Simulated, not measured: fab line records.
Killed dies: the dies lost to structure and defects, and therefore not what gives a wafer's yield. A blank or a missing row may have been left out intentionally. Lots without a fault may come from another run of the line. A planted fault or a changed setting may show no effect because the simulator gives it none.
Which tool was responsible? ; flow n5 finfet ; 9 lots with 27 wafers sampled at 5 steps, on a route of 1938 steps

== WHAT THE GAUGES READ, wafer by wafer ==
N5_FIN_SAQP_INSPECT_40: inspects for defects (brightfield).
lot;measured;on;raw defect count
L566;day 2 03:16;defect inspect-02;281 231 268
L567;day 2 08:43;defect inspect-02;264 173 223
L569;day 2 20:40;defect inspect-01;331 305 343
L572;day 3 14:15;defect inspect-01;180 155 174
L579;day 5 11:13;defect inspect-02;356 215 286
L580;day 5 15:42;defect inspect-02;793 950 927
L581;day 5 20:32;defect inspect-02;756 751 718
L585;day 6 21:45;defect inspect-02;308 209 203
L588;day 7 13:38;defect inspect-01;214 193 241

== TOOL THAT RAN EACH LOT (tool first, then ch and the chambers of the sampled wafers, then the start) ==
lot;N5_FIN_SAQP_ETCH_52;N5_FIN_SAQP_ETCH_69;N5_FIN_SAQP_MANDREL2_REMOVE_60;N5_FIN_SAQP_FIN_ETCH_36
L566;rie diel-02 ch 1,2,3, day 1 22:13;rie diel-04 ch 0,1,3, day 2 01:49;rie si-02 ch 1,2,3, day 2 02:33;rie si-05 ch 0,1,2, day 2 03:01
L567;rie diel-02 ch 1,3, day 2 03:58;rie diel-02 ch 1,3, day 2 07:14;rie si-03 ch 0,2, day 2 08:01;rie si-02 ch 0,2, day 2 08:28
L569;rie diel-02 ch 2,3, day 2 16:10;rie diel-04 ch 1,3, day 2 18:59;rie si-03 ch 0,1,2, day 2 19:58;rie si-05 ch 0,1,2, day 2 20:25
L572;rie diel-02 ch 1,3, day 3 09:35;rie diel-02 ch 0,2, day 3 12:49;rie si-05 ch 1,2, day 3 13:33;rie si-02 ch 0,1,2, day 3 14:00
L579;rie diel-02 ch 2,3, day 5 06:23;rie diel-04 ch 1,2,3, day 5 09:46;rie si-03 ch 0,2,3, day 5 10:29;rie si-05 ch 1,2, day 5 10:58
L580;rie diel-02 ch 0,3, day 5 11:16;rie diel-01 ch 0,1,2, day 5 14:01;rie si-05 ch 0,2, day 5 14:44;rie si-02 ch 0,3, day 5 15:27
L581;rie diel-02 ch 1,2,3, day 5 16:06;rie diel-02 ch 0,1,2, day 5 18:47;rie si-05 ch 0,1,2, day 5 19:43;rie si-02 ch 0,2,3, day 5 20:17
L585;rie diel-01 ch 0,2,3, day 6 16:47;rie diel-02 ch 0,2,3, day 6 20:04;rie si-03 ch 0,1,3, day 6 21:03;rie si-02 ch 0,1,2, day 6 21:30
L588;rie diel-04 ch 0,1,3, day 7 09:34;rie diel-04 ch 0,1,3, day 7 12:12;rie si-03 ch 1,2,3, day 7 12:56;rie si-05 ch 0,1,3, day 7 13:23
- N5_FIN_SAQP_ETCH_52: etches SOC in N2/H2, target depth 100 nm, overetch 20 nm, time 150 s.
- N5_FIN_SAQP_ETCH_69: etches SOC in N2/H2, stops on SiNx, target depth 150 nm.
- N5_FIN_SAQP_MANDREL2_REMOVE_60: chemistry HBr/Cl2/O2, target a-Si, stops on SiNx, bt time 10 s.
- N5_FIN_SAQP_FIN_ETCH_36: etches the open film in HBr/Cl2/O2, target depth 120 nm, time 50.4 s.

== THE ANSWER, worked out from the rows above alone ==
Rule: usual is defined by the lots themselves. Put in order of their means at a reading, lots are off if they are a third of the lots or fewer, leave a main group of 4 or more, and stand apart from it by a gap of 3 or more times the standard deviation of the main group's means; of several such gaps the widest counts. The tables above print the reading to a certain number of digits; a main group whose means all agree to those digits is not used. A lot without any number at a reading at which 4 lots or more have one is off too. Any other lot the step has rows for is counted as sound.
Off: L580, L581, at N5_FIN_SAQP_INSPECT_40 (raw defect count). Mean 245 and standard deviation 47 in the main group.
If a tool, at a process step before that reading, ran all the lots that are off and no sound lot after the first of them, it fits. Those tools and the gauges at N5_FIN_SAQP_INSPECT_40 are tried in the same way. This does not decide it: 2 tools fit, namely rie diel-02 at N5_FIN_SAQP_ETCH_52 and rie si-05 at N5_FIN_SAQP_MANDREL2_REMOVE_60.

== WHAT THE SIMULATOR HAD INSERTED ==
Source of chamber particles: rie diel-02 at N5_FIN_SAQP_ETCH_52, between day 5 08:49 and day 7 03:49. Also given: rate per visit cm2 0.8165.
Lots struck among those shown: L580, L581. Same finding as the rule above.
